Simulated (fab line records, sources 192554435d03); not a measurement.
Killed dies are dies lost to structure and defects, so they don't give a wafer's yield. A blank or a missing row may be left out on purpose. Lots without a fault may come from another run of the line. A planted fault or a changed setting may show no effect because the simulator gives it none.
Chamber matching | flow n5_finfet | N5_ILD0_CMP_07 on cmp-01: 4 sister chambers
The step polishes SiO2 flowable, stops on poly-Si, t overpolish 1.18 s, target thk 138.88 nm. 4 wafers are shown with their chamber, then 8 later ones without.

WAFERS WITH THEIR CHAMBER
wafer  | chamber | motor_current_A (A)
L082.2 | 3       | 11.6
L084.3 | 0       | 11.3
L091.4 | 1       | 15.3
L093.3 | 2       | 13.1

WAFERS WITHOUT THEIR CHAMBER
wafer  | motor_current_A (A)
L093.4 | 14.6
L093.5 | 11.8
L095.1 | 10.9
L095.5 | 14.4
L095.6 | 12.7
L097.1 | 11.6
L097.4 | 14.1
L097.5 | 11.1

WHICH CHAMBER EACH WENT THROUGH
wafer  | from the rows above          | in truth
L093.4 | can't be placed: 1 or 2      | 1
L093.5 | can't be placed: 3 or 0 or 2 | 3
L095.1 | can't be placed: 0 or 3      | 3
L095.5 | can't be placed: 1 or 2      | 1
L095.6 | can't be placed: 2 or 3 or 0 | 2
L097.1 | can't be placed: 3 or 0      | 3
L097.4 | can't be placed: 2 or 1      | 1
L097.5 | can't be placed: 0 or 3      | 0
Placed correctly: 0 of 8. Can't be placed from these rows: 8 (the true chamber is among the candidates in 8). Placed wrongly: 0.
How it was worked out, from the rows above alone: a wafer's distance from a chamber is the root of the sum, over the readings, of the square of ((its reading less the chamber's mean) divided by the reading's scatter). The wafer belongs to the nearest chamber; if the next one is less than 2 further off, it can't be placed. A chamber's mean is the mean of its shown wafers. The scatter: with one shown wafer a chamber, the root of the mean of the squares of how far each hidden wafer lies from its nearest shown one.
